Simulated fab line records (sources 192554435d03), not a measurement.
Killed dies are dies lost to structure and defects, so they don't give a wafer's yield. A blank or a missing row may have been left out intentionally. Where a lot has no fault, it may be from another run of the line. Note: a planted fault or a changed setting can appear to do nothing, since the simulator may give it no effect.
Split-lot experiment || flow n5_finfet || 7 lots, 21 wafers read, on a route of 1938 steps

== ABOUT THE SPLIT ==
At N5_BEOL_M10_ETCH_41 (etches SiCN in CH3F/O2, target depth 42.6 nm, time 86 s), the setting source_w was moved away from the recipe's 395 W on 4 of the 21 wafers read, by -10.0% to -4.7%. This setting was run at the recipe's value on the other wafers.

Reading taken at the split's own step.

== THE READING ==
rf_vpp_V, in V, at N5_BEOL_M10_ETCH_41 (etches SiCN in CH3F/O2, target depth 42.6 nm, time 86 s). On this fab line, fault-free wafers typically give 297.2 V with a standard deviation of 2.2 V.

{"wafer": "L077.1", "tool, chamber at the split": "rie_diel-05, 3", "source_w as run, W": 355.4, "against the recipe": "-10.0%", "rf_vpp_V, V": 310.2, "against lot-mates on the recipe": "+9.9"}
{"wafer": "L077.2", "tool, chamber at the split": "rie_diel-05, 2", "source_w as run, W": 395, "against the recipe": "recipe", "rf_vpp_V, V": 300.3, "against lot-mates on the recipe": "-"}
{"wafer": "L077.4", "tool, chamber at the split": "rie_diel-05, 0", "source_w as run, W": 355.4, "against the recipe": "-10.0%", "rf_vpp_V, V": 307.5, "against lot-mates on the recipe": "+7.2"}
{"wafer": "L082.1", "tool, chamber at the split": "rie_diel-03, 0", "source_w as run, W": 395, "against the recipe": "recipe", "rf_vpp_V, V": 296.7, "against lot-mates on the recipe": "-"}
{"wafer": "L082.4", "tool, chamber at the split": "rie_diel-03, 1", "source_w as run, W": 395, "against the recipe": "recipe", "rf_vpp_V, V": 296.9, "against lot-mates on the recipe": "-"}
{"wafer": "L082.5", "tool, chamber at the split": "rie_diel-03, 2", "source_w as run, W": 395, "against the recipe": "recipe", "rf_vpp_V, V": 293.4, "against lot-mates on the recipe": "-"}
{"wafer": "L086.2", "tool, chamber at the split": "rie_diel-03, 0", "source_w as run, W": 395, "against the recipe": "recipe", "rf_vpp_V, V": 297.8, "against lot-mates on the recipe": "-"}
{"wafer": "L086.5", "tool, chamber at the split": "rie_diel-03, 0", "source_w as run, W": 395, "against the recipe": "recipe", "rf_vpp_V, V": 295.1, "against lot-mates on the recipe": "-"}
{"wafer": "L086.6", "tool, chamber at the split": "rie_diel-03, 3", "source_w as run, W": 395, "against the recipe": "recipe", "rf_vpp_V, V": 299.1, "against lot-mates on the recipe": "-"}
{"wafer": "L085.1", "tool, chamber at the split": "rie_diel-03, 0", "source_w as run, W": 395, "against the recipe": "recipe", "rf_vpp_V, V": 296.1, "against lot-mates on the recipe": "-"}
{"wafer": "L085.3", "tool, chamber at the split": "rie_diel-03, 1", "source_w as run, W": 395, "against the recipe": "recipe", "rf_vpp_V, V": 297.3, "against lot-mates on the recipe": "-"}
{"wafer": "L085.4", "tool, chamber at the split": "rie_diel-03, 2", "source_w as run, W": 395, "against the recipe": "recipe", "rf_vpp_V, V": 292.8, "against lot-mates on the recipe": "-"}
{"wafer": "L089.1", "tool, chamber at the split": "rie_diel-06, 2", "source_w as run, W": 395, "against the recipe": "recipe", "rf_vpp_V, V": 297.1, "against lot-mates on the recipe": "-"}
{"wafer": "L089.3", "tool, chamber at the split": "rie_diel-06, 0", "source_w as run, W": 395, "against the recipe": "recipe", "rf_vpp_V, V": 295.5, "against lot-mates on the recipe": "-"}
{"wafer": "L089.4", "tool, chamber at the split": "rie_diel-06, 1", "source_w as run, W": 395, "against the recipe": "recipe", "rf_vpp_V, V": 300.9, "against lot-mates on the recipe": "-"}
{"wafer": "L092.2", "tool, chamber at the split": "rie_diel-03, 0", "source_w as run, W": 395, "against the recipe": "recipe", "rf_vpp_V, V": 296.1, "against lot-mates on the recipe": "-"}
{"wafer": "L092.4", "tool, chamber at the split": "rie_diel-03, 3", "source_w as run, W": 376.5, "against the recipe": "-4.7%", "rf_vpp_V, V": 302.0, "against lot-mates on the recipe": "+5.6"}
{"wafer": "L092.6", "tool, chamber at the split": "rie_diel-03, 0", "source_w as run, W": 395, "against the recipe": "recipe", "rf_vpp_V, V": 296.6, "against lot-mates on the recipe": "-"}
{"wafer": "L094.3", "tool, chamber at the split": "rie_diel-05, 0", "source_w as run, W": 395, "against the recipe": "recipe", "rf_vpp_V, V": 301.4, "against lot-mates on the recipe": "-"}
{"wafer": "L094.5", "tool, chamber at the split": "rie_diel-05, 0", "source_w as run, W": 356.2, "against the recipe": "-9.8%", "rf_vpp_V, V": 310.8, "against lot-mates on the recipe": "+10.7"}
{"wafer": "L094.6", "tool, chamber at the split": "rie_diel-05, 3", "source_w as run, W": 395, "against the recipe": "recipe", "rf_vpp_V, V": 298.9, "against lot-mates on the recipe": "-"}

FIT RESULTS
A straight line over all 21 wafers: rf_vpp_V changes by -1.23 V for each +1% of source_w; r = -0.89; the points scatter about the line by 2.3 V.
The same after taking each lot's own level away (the mean of its wafers on the recipe; 21 wafers): -0.943 V for each +1%; r = -0.90; scatter 1.7 V.
According to that fit, moving source_w by its largest amount changes the reading by 9.5 V.
The span of the lots' own levels, 295.40 to 300.30 V, comes to 2.2 times the standard deviation stated above.
So the slope is not independent of the lot-to-lot level: the two fits are not the same.
Check: with one of the wafers moved furthest among these (-10.0%) left out of the fit, the line predicts +9.3 V for it against its lot-mates. Against them it came out at +9.9 V.
Tool readings at the split's step, against how far the setting was moved: rf_vpp_V r = -0.89.

== OTHER SPLITS APPLIED TO THESE WAFERS ==
These wafers also went through other splits before the reading. Each is held against what the fit with the lots' levels taken away leaves over:
{"other split on the same wafers": "N5_BEOL_M8_DESCUM_33 time_s", "wafers away from the commonest value": 6, "r with rf_vpp_V (lot level and that fit taken away)": -0.03}

== THE FILE'S OWN FIT ==
rf_vpp_V changes by -0.989 V for each +1% of source_w, r = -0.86.
